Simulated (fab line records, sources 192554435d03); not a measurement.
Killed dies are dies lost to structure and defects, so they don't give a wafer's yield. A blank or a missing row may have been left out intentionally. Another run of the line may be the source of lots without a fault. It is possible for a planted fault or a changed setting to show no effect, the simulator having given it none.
fab line records + flow n5Finfet
record
- lots=6
- wafers=18
- lastDay=17
route steps=1938 shown BEOL_M10@1474
lots that met no fault: from a run of the same line without faults
startH: hours from the record's first day to the start of the lot's first wafer shown + waitH: hours since the lot's step before + " unchanged from the row above + L1.1+2: one row covering several wafers at once + - no value, or no start given + * or withheld: withheld + < > ~ a bound
route shown NAME@n: a module of which the file shows steps, and the number in the route of the first + usual: average and standard deviation across the fault-free wafers + same: alike in all rows + chamber/n: place in a boat + sites: the reading at each site + _std_site: their standard deviation + _edge_site: the outer-site mean with the inner-site mean subtracted + radiusMm: for every site, how far away it sits from the centre of the wafer + mask NAME#n: copy n + behind: tool/chamber where the wafer was last shaped + hold: why the lot went on hold/how many hours it stayed there/how the hold came to an end + device: the transistor (n, p or np) that didn't switch + end of line: tests of these same wafers at the route's end + a step without rows: its recipe alone + killed: not the wafer's yield, but the dies lost to structure and defects at the first sort + map: shows each die of a wafer: x if killed, . if not, _ if none is there
set.NAME: setting as actually run; set.NAME@STEP: the setting as run at that earlier step + model.NAME: the simulator's own value behind a step, which no gauge read
lots at selected steps of the route; one table per step, one row per wafer
services: the hour from which a tool's chamber was out of use, counted from the record's first day as startH (under 0 if before that day), plus the number of hours and why
## steps
# step N5_BEOL_M10_HM_DEP_02
# recipe
- material=TiN
- targetThkA=200
- tempC=25
- chamberPressurePa=0.49996
# usual
- throttleValvePct=30.6/0.75
| lot.wafer | tool          | chamber | startH | waitH | throttleValvePct |
|-----------|---------------|---------|--------|-------|------------------|
| L624.1    | pvdSputter-02 | -       | 238.29 | 1.4   | 30.9             |
| L624.2    | "             | -       | "      | "     | 29.2             |
| L624.3    | "             | -       | "      | "     | 29.8             |
| L625.1    | pvdSputter-03 | -       | 242.08 | 1.3   | 31.8             |
| L625.4    | "             | -       | "      | "     | 31.4             |
| L625.5    | "             | -       | "      | "     | 31.2             |
| L631.1    | pvdSputter-01 | -       | 290.95 | 0.1   | 30.3             |
| L631.2    | "             | -       | "      | "     | 29.9             |
| L631.5    | "             | -       | "      | "     | 29.6             |
| L632.1    | pvdSputter-03 | -       | 308.05 | 0.8   | 30.6             |
| L632.3    | "             | -       | "      | "     | 32.0             |
| L632.6    | "             | -       | "      | "     | 31.3             |
| L636.3    | pvdSputter-01 | -       | 310.92 | 0.6   | 29.9             |
| L636.4    | "             | -       | "      | "     | 30.9             |
| L636.5    | "             | -       | "      | "     | 29.5             |
| L640.3    | pvdSputter-02 | -       | 341.58 | 2.0   | 31.0             |
| L640.4    | "             | -       | "      | "     | 29.2             |
| L640.5    | "             | -       | "      | "     | 28.9             |
# step N5_BEOL_M10_COAT_59
# recipe
- resist=SOC
- tempC=250
- timeS=60
- spinRpm=1500
- resistThkNm=100
# step N5_BEOL_M10_COAT_60
# recipe
- resist=SiARC
- tempC=220
- timeS=60
- spinRpm=1500
- resistThkNm=30
# step N5_BEOL_M10_COAT_05
# recipe
- resist=CAR-ArF
- spinRpm=1500
- resistThkNm=90
# step N5_BEOL_M10_EBR_07
# recipe
- solvent=PGMEA
- ebrWidthMm=1.5
# step N5_BEOL_M10_SOFTBAKE_06
# recipe
- tempC=110
- timeS=60
- resist=CAR-ArF
# step N5_BEOL_M10_EXPOSE_08
# recipe
- maskId=M10
- na=1.35
- sourceShape=dipole
- sigmaInner=0.411
- sigmaOuter=0.611
- polarization=te
- doseMj=53.75
# step N5_BEOL_M10_PEB_09
# recipe
- pebTempC=withheld
- pebTimeS=60
- resist=CAR-ArF
# step N5_BEOL_M10_DEVELOP_10
# recipe
- developTimeS=30
- developer=TMAH
- resist=CAR-ArF
- rinseLiquid=diw
- dry=airSpin
- devTempC=23
# step N5_BEOL_M10_CD_MEAS_11
# recipe
- targetCdNm=64.1
- landingEnergyEv=500
- detector=seInlens
- polarity=opening
# usual
- cdNm=64.0/0.58
| lot.wafer | tool     | chamber | startH | waitH | cdNm |
|-----------|----------|---------|--------|-------|------|
| L624.1    | cdSem-03 | 0       | 238.79 | -     | 64.0 |
| L624.2    | "        | 0       | "      | "     | 64.0 |
| L624.3    | "        | 0       | "      | "     | 63.7 |
| L625.1    | cdSem-02 | 0       | 242.45 | -     | 64.4 |
| L625.4    | "        | 0       | "      | "     | 63.7 |
| L625.5    | "        | 0       | "      | "     | 63.4 |
| L631.1    | cdSem-02 | 0       | 291.45 | -     | 63.3 |
| L631.2    | "        | 0       | "      | "     | 63.1 |
| L631.5    | "        | 0       | "      | "     | 63.1 |
| L632.1    | cdSem-03 | 0       | 308.42 | -     | 64.1 |
| L632.3    | "        | 0       | "      | "     | 64.3 |
| L632.6    | "        | 0       | "      | "     | 63.6 |
| L636.3    | cdSem-01 | 0       | 311.42 | -     | 64.0 |
| L636.4    | "        | 0       | "      | "     | 64.0 |
| L636.5    | "        | 0       | "      | "     | 64.3 |
| L640.3    | cdSem-01 | 0       | 341.95 | -     | 64.5 |
| L640.4    | "        | 0       | "      | "     | 64.6 |
| L640.5    | "        | 0       | "      | "     | 64.5 |
# step N5_BEOL_M10_OVL_MEAS_12
# recipe
- pointsPerWafer=44
# usual
- M10_OVL=-0.3/0.95
| lot.wafer | tool       | chamber | startH | waitH | M10_OVL[nm] |
|-----------|------------|---------|--------|-------|-------------|
| L624.1    | overlay-01 | 0       | 238.82 | 0.0   | 0.3         |
| L624.2    | "          | 0       | "      | "     | -0.4        |
| L624.3    | "          | 0       | "      | "     | -0.3        |
| L625.1    | overlay-02 | 0       | 242.48 | 0.0   | -0.5        |
| L625.4    | "          | 0       | "      | "     | -0.8        |
| L625.5    | "          | 0       | "      | "     | 1.7         |
| L631.1    | overlay-01 | 0       | 291.48 | 0.0   | -0.5        |
| L631.2    | "          | 0       | "      | "     | -1.1        |
| L631.5    | "          | 0       | "      | "     | -0.7        |
| L632.1    | overlay-02 | 0       | 308.45 | 0.0   | 0.2         |
| L632.3    | "          | 0       | "      | "     | -0.6        |
| L632.6    | "          | 0       | "      | "     | -0.6        |
| L636.3    | overlay-02 | 0       | 311.45 | 0.0   | 0.5         |
| L636.4    | "          | 0       | "      | "     | -2.1        |
| L636.5    | "          | 0       | "      | "     | 0.1         |
| L640.3    | overlay-01 | 0       | 341.98 | 0.0   | -0.1        |
| L640.4    | "          | 0       | "      | "     | -1.3        |
| L640.5    | "          | 0       | "      | "     | -0.7        |
# step N5_BEOL_M10_INSPECT_13
# recipe
- mode=adi
- inspectInstrument=brightfield
# usual
- rawDefectCount=456/91
| lot.wafer | tool             | chamber | startH | waitH | rawDefectCount |
|-----------|------------------|---------|--------|-------|----------------|
| L624.1    | defectInspect-02 | -       | 238.84 | 0.0   | 624            |
| L624.2    | "                | -       | "      | "     | 669            |
| L624.3    | "                | -       | "      | "     | 493            |
| L625.1    | defectInspect-01 | -       | 242.50 | 0.0   | 474            |
| L625.4    | "                | -       | "      | "     | 515            |
| L625.5    | "                | -       | "      | "     | 409            |
| L631.1    | defectInspect-02 | -       | 291.50 | 0.0   | 368            |
| L631.2    | "                | -       | "      | "     | 455            |
| L631.5    | "                | -       | "      | "     | 450            |
| L632.1    | defectInspect-02 | -       | 308.47 | 0.0   | 586            |
| L632.3    | "                | -       | "      | "     | 408            |
| L632.6    | "                | -       | "      | "     | 647            |
| L636.3    | defectInspect-02 | -       | 311.47 | 0.0   | 416            |
| L636.4    | "                | -       | "      | "     | 410            |
| L636.5    | "                | -       | "      | "     | 485            |
| L640.3    | defectInspect-01 | -       | 342.00 | 0.0   | 360            |
| L640.4    | "                | -       | "      | "     | 588            |
| L640.5    | "                | -       | "      | "     | 369            |
# step N5_BEOL_M10_DESCUM_16
# recipe
- chemistry=O2
- timeS=7.9
- sourcePowerW=50
- biasPowerW=20
- pressureMtorr=20
- rfFrequencyHz=2.712e+07
- tempC=40
- resist=CAR-ArF
- o2FlowSccm=225
# usual
- drypumpMotorCurrentA=5.8/0.47
- oesProductAu=0.78/0.089
- rfVppV=243.2/1.3
- showerheadPlenumPTorr=2.10/0.071
- throttleValvePct=20.34/0.21
| lot.wafer | tool       | chamber | startH | waitH | drypumpMotorCurrentA | oesProductAu | rfHoursCounterH | rfVppV | showerheadPlenumPTorr | throttleValvePct | model.CAR-ArF_of_BEOL_M10_COAT_05.thkNm |
|-----------|------------|---------|--------|-------|----------------------|--------------|-----------------|--------|-----------------------|------------------|-----------------------------------------|
| L624.1    | rieDiel-01 | 2       | 238.87 | 0.0   | 5.4                  | 0.81         | 95              | 244.3  | 2.21                  | 20.25            | 83.4                                    |
| L624.2    | "          | 1       | "      | "     | 6.1                  | 0.70         | 219             | 241.7  | 1.98                  | 20.29            | 83.4                                    |
| L624.3    | "          | 3       | "      | "     | 5.1                  | 0.78         | 84              | 243.8  | 2.20                  | 20.09            | 83.4                                    |
| L625.1    | rieDiel-05 | 3       | 242.64 | 0.1   | 5.3                  | 0.72         | 213             | 242.7  | 2.06                  | 20.57            | 83.4                                    |
| L625.4    | "          | 2       | "      | "     | 6.3                  | 0.69         | 217             | 244.2  | 2.07                  | 20.58            | 83.8                                    |
| L625.5    | "          | 2       | "      | "     | 6.3                  | 0.69         | -               | 242.3  | 2.07                  | 20.59            | 83.6                                    |
| L631.1    | rieDiel-05 | 0       | 291.54 | 0.0   | 5.2                  | 0.97         | 2               | 243.6  | 2.15                  | 20.20            | 83.4                                    |
| L631.2    | "          | 1       | "      | "     | 6.2                  | 0.90         | 27              | 243.5  | 2.04                  | 20.20            | 84.2                                    |
| L631.5    | "          | 2       | "      | "     | 6.3                  | 0.69         | -               | 242.8  | 2.07                  | 20.62            | 84.4                                    |
| L632.1    | rieDiel-05 | 1       | 308.51 | 0.0   | 6.1                  | 0.89         | 33              | 244.1  | 2.04                  | 20.20            | 84                                      |
| L632.3    | "          | 3       | "      | "     | 5.4                  | 0.69         | 239             | 243.0  | 2.06                  | 20.60            | 84                                      |
| L632.6    | "          | 2       | "      | "     | 6.3                  | 0.67         | -               | 242.1  | 2.06                  | 20.63            | 84.6                                    |
| L636.3    | rieDiel-03 | 0       | 311.51 | 0.0   | 6.3                  | 0.84         | 72              | 242.4  | 2.04                  | 20.39            | 83.6                                    |
| L636.4    | "          | 2       | "      | "     | 6.6                  | 0.68         | 254             | 243.7  | 2.14                  | 20.76            | 84                                      |
| L636.5    | "          | 1       | "      | "     | 5.7                  | 0.75         | -               | 245.4  | 2.18                  | 20.12            | 83.8                                    |
| L640.3    | rieDiel-01 | 2       | 342.05 | 0.0   | 5.4                  | 0.77         | -               | 244.9  | 2.20                  | 20.33            | 83.8                                    |
| L640.4    | "          | 3       | "      | "     | 5.1                  | 0.75         | -               | 245.5  | 2.18                  | 20.16            | 84                                      |
| L640.5    | "          | 3       | "      | "     | 5.1                  | 0.75         | -               | 244.6  | 2.18                  | 20.17            | 84                                      |
# step N5_BEOL_M10_ETCH_61
# recipe
- chemistry=CF4
- target=SiARC
- targetDepthA=390
- maskMaterial=CAR-ArF
- timeS=65
- ionEnergyEv=80
- pressureMtorr=40
- sourceW=545
- biasW=36
- Ar_flow_sccm=100
- cf4FlowSccm=100
- ends=cleared
# usual
- biasW=35.99/0.1
- drypumpMotorCurrentA=5.8/0.47
- etchRfOnTimeS=65.6/1
- oesProductAu=0.67/0.079
- rfVppV=184.2/1.2
- showerheadPlenumPTorr=2.15/0.067
- throttleValvePct=15.56/0.24
| lot.wafer | tool       | chamber | startH | waitH | biasW | drypumpMotorCurrentA | etchRfOnTimeS | oesProductAu | rfHoursCounterH | rfVppV | showerheadPlenumPTorr | throttleValvePct | model.CAR-ArF_of_BEOL_M10_COAT_05.thkNm |
|-----------|------------|---------|--------|-------|-------|----------------------|---------------|--------------|-----------------|--------|-----------------------|------------------|-----------------------------------------|
| L624.1    | rieDiel-01 | 2       | 238.91 | 0.0   | 35.99 | 5.3                  | 65.3          | 0.68         | 95              | 185.2  | 2.25                  | 15.38            | 55.4                                    |
| L624.2    | "          | 1       | "      | "     | 35.96 | 6.1                  | 67.1          | 0.59         | 219             | 183.2  | 2.04                  | 15.60            | 55.4                                    |
| L624.3    | "          | 3       | "      | "     | 35.85 | 5.1                  | 66.5          | 0.67         | 84              | 184.3  | 2.25                  | 15.34            | 55.4                                    |
| L625.1    | rieDiel-05 | 3       | 242.67 | 0.0   | 36.27 | 5.4                  | 66.9          | 0.60         | 213             | 185.2  | 2.12                  | 15.82            | 55.4                                    |
| L625.4    | "          | 2       | "      | "     | 36.04 | 6.3                  | 66.3          | 0.58         | 217             | 183.7  | 2.13                  | 15.84            | 56                                      |
| L625.5    | "          | 2       | "      | "     | 35.97 | 6.3                  | 66.4          | 0.59         | -               | 183.6  | 2.13                  | 15.82            | 55.6                                    |
| L631.1    | rieDiel-05 | 0       | 291.57 | 0.0   | 36.13 | 5.2                  | 64.4          | 0.82         | 2               | 184.6  | 2.19                  | 15.28            | 55.4                                    |
| L631.2    | "          | 1       | "      | "     | 35.96 | 6.1                  | 64.8          | 0.77         | 27              | 183.0  | 2.10                  | 15.36            | 56.2                                    |
| L631.5    | "          | 2       | "      | "     | 35.99 | 6.3                  | 65.8          | 0.58         | -               | 183.5  | 2.12                  | 15.86            | 56.4                                    |
| L632.1    | rieDiel-05 | 1       | 308.54 | 0.0   | 35.89 | 6.1                  | 64.8          | 0.75         | 33              | 183.4  | 2.10                  | 15.36            | 55.8                                    |
| L632.3    | "          | 3       | "      | "     | 36.23 | 5.4                  | 67.3          | 0.58         | 239             | 183.9  | 2.11                  | 15.87            | 55.8                                    |
| L632.6    | "          | 2       | "      | "     | 35.92 | 6.3                  | 66.2          | 0.58         | -               | 184.2  | 2.12                  | 15.89            | 56.4                                    |
| L636.3    | rieDiel-03 | 0       | 311.54 | 0.0   | 35.87 | 6.3                  | 65.0          | 0.71         | 72              | 183.0  | 2.09                  | 15.54            | 55.6                                    |
| L636.4    | "          | 2       | "      | "     | 36.10 | 6.6                  | 66.5          | 0.58         | 254             | 185.3  | 2.20                  | 16.04            | 56                                      |
| L636.5    | "          | 1       | "      | "     | 36.00 | 5.7                  | 65.4          | 0.64         | -               | 184.8  | 2.24                  | 15.39            | 55.8                                    |
| L640.3    | rieDiel-01 | 2       | 342.11 | 0.0   | 35.78 | 5.3                  | 64.3          | 0.65         | -               | 184.2  | 2.24                  | 15.47            | 56                                      |
| L640.4    | "          | 3       | "      | "     | 36.04 | 5.1                  | 66.0          | 0.64         | -               | 185.7  | 2.23                  | 15.41            | 56                                      |
| L640.5    | "          | 3       | "      | "     | 35.97 | 5.1                  | 65.7          | 0.63         | -               | 184.6  | 2.23                  | 15.40            | 56.2                                    |
# step N5_BEOL_M10_ETCH_62
# recipe
- chemistry=N2/H2
- target=SOC
- targetDepthA=1100
- overetchA=220
- maskMaterial=SiARC
- tempC=40
- timeS=165
- ionEnergyEv=200
- pressureMtorr=30
- sourceW=840
- biasW=150
- n2FlowSccm=200
- h2FlowSccm=200
# usual
- biasW=150.0/0.43
- drypumpMotorCurrentA=5.8/0.47
- oesProductAu=0.66/0.073
- rfVppV=524.0/2.5
- showerheadPlenumPTorr=2.55/0.084
- throttleValvePct=17.76/0.25
| lot.wafer | tool       | chamber | startH | waitH | biasW | drypumpMotorCurrentA | oesProductAu | rfHoursCounterH | rfVppV | showerheadPlenumPTorr | throttleValvePct |
|-----------|------------|---------|--------|-------|-------|----------------------|--------------|-----------------|--------|-----------------------|------------------|
| L624.1    | rieDiel-01 | 2       | 238.96 | 0.0   | 150.5 | 5.4                  | 0.67         | 95              | 527.8  | 2.68                  | 17.63            |
| L624.2    | "          | 1       | "      | "     | 150.6 | 6.1                  | 0.60         | 219             | 520.1  | 2.41                  | 17.70            |
| L624.3    | "          | 3       | "      | "     | 150.3 | 5.1                  | 0.67         | 84              | 528.7  | 2.69                  | 17.66            |
| L625.1    | rieDiel-05 | 3       | 242.72 | 0.0   | 150.0 | 5.4                  | 0.61         | 213             | 522.6  | 2.53                  | 18.04            |
| L625.4    | "          | 2       | "      | "     | 150.3 | 6.3                  | 0.59         | 217             | 524.1  | 2.52                  | 18.04            |
| L625.5    | "          | 2       | "      | "     | 149.9 | 6.3                  | 0.59         | -               | 524.4  | 2.52                  | 18.05            |
| L631.1    | rieDiel-05 | 0       | 291.62 | 0.0   | 149.9 | 5.2                  | 0.80         | 2               | 525.6  | 2.60                  | 17.53            |
| L631.2    | "          | 1       | "      | "     | 150.2 | 6.1                  | 0.76         | 27              | 522.1  | 2.49                  | 17.63            |
| L631.5    | "          | 2       | "      | "     | 150.2 | 6.3                  | 0.58         | -               | 522.3  | 2.51                  | 18.08            |
| L632.1    | rieDiel-05 | 1       | 308.59 | 0.0   | 150.7 | 6.2                  | 0.75         | 33              | 522.2  | 2.48                  | 17.66            |
| L632.3    | "          | 3       | "      | "     | 150.4 | 5.4                  | 0.59         | 239             | 521.9  | 2.51                  | 18.09            |
| L632.6    | "          | 2       | "      | "     | 150.0 | 6.3                  | 0.58         | -               | 522.6  | 2.51                  | 18.08            |
| L636.3    | rieDiel-03 | 0       | 311.59 | 0.0   | 150.4 | 6.3                  | 0.71         | 72              | 520.9  | 2.46                  | 17.67            |
| L636.4    | "          | 2       | "      | "     | 150.5 | 6.6                  | 0.58         | 254             | 526.1  | 2.60                  | 18.30            |
| L636.5    | "          | 1       | "      | "     | 150.1 | 5.7                  | 0.64         | -               | 527.1  | 2.64                  | 17.42            |
| L640.3    | rieDiel-01 | 2       | 342.23 | 0.1   | 150.0 | 5.3                  | 0.65         | -               | 526.6  | 2.66                  | 17.69            |
| L640.4    | "          | 3       | "      | "     | 151.2 | 5.1                  | 0.64         | -               | 526.3  | 2.67                  | 17.74            |
| L640.5    | "          | 3       | "      | "     | 150.5 | 5.1                  | 0.64         | -               | 527.7  | 2.67                  | 17.73            |
## services
| tool       | chamber | startH | hours | kind                         |
|------------|---------|--------|-------|------------------------------|
| rieDiel-01 | 0       | 225.59 | 5.0   | repair                       |
| rieDiel-01 | 1       | 246.01 | 6.7   | repair                       |
| rieDiel-05 | 0       | 261.01 | -     | clean                        |
| rieDiel-05 | 0       | 261.01 | -     | consumableReplace:focusRing  |
| rieDiel-05 | 0       | 261.01 | 24.8  | scheduledDown                |
| rieDiel-05 | 0       | 261.01 | 24.8  | ventCycle                    |
| rieDiel-01 | 1       | 300.08 | 2.1   | repair                       |
| rieDiel-03 | -       | 306.71 | 2.8   | pm                           |
| rieDiel-03 | 2       | 315.09 | 11.2  | repair                       |
| rieDiel-03 | 2       | 326.38 | -     | clean                        |
| rieDiel-03 | 2       | 326.38 | -     | consumableReplace:focusRing  |
| rieDiel-03 | 2       | 326.38 | 17.9  | scheduledDown                |
| rieDiel-03 | 2       | 326.38 | 17.9  | ventCycle                    |
| rieDiel-05 | 3       | 331.50 | 3.1   | repair                       |
| rieDiel-05 | 2       | 334.65 | -     | clean                        |
| rieDiel-05 | 2       | 334.65 | -     | consumableReplace:focusRing  |
| rieDiel-05 | 2       | 334.65 | 20.5  | scheduledDown                |
| rieDiel-05 | 2       | 334.65 | 20.5  | ventCycle                    |
| rieDiel-01 | 1       | 337.69 | -     | clean                        |
| rieDiel-01 | 1       | 337.69 | -     | consumableReplace:focusRing  |
| rieDiel-01 | 1       | 337.69 | -     | consumableReplace:showerhead |
| rieDiel-01 | 1       | 337.69 | 13.0  | scheduledDown                |
| rieDiel-01 | 1       | 337.69 | 13.0  | ventCycle                    |
| rieDiel-01 | 0       | 338.64 | 8.2   | repair                       |
## key
firstSign none at tools or gauges
modelEffect
- step=N5_BEOL_M10_DESCUM_16
- value=CAR-ArF_of_BEOL_M10_COAT_05.thkNm
- without=83.73
- struck=84.4
modelEffect
- step=N5_BEOL_M10_ETCH_61
- value=CAR-ArF_of_BEOL_M10_COAT_05.thkNm
- without=55.67
- struck=56.33
metAt N5_BEOL_M10_DESCUM_16
struckWafers L631.2,L631.5,L632.6
onsetBetween 242.64 291.54
fault
- kind=processParameterDrift
- tool=rieDiel-05
- chamber=-
- onsetH=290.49
- steps=N5_BEOL_M10_DESCUM_16
- channel=timeS
- offset=*
- shape=step
- endH=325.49
- scope=struckWafersOnly
- actsIn=*
- stated=*
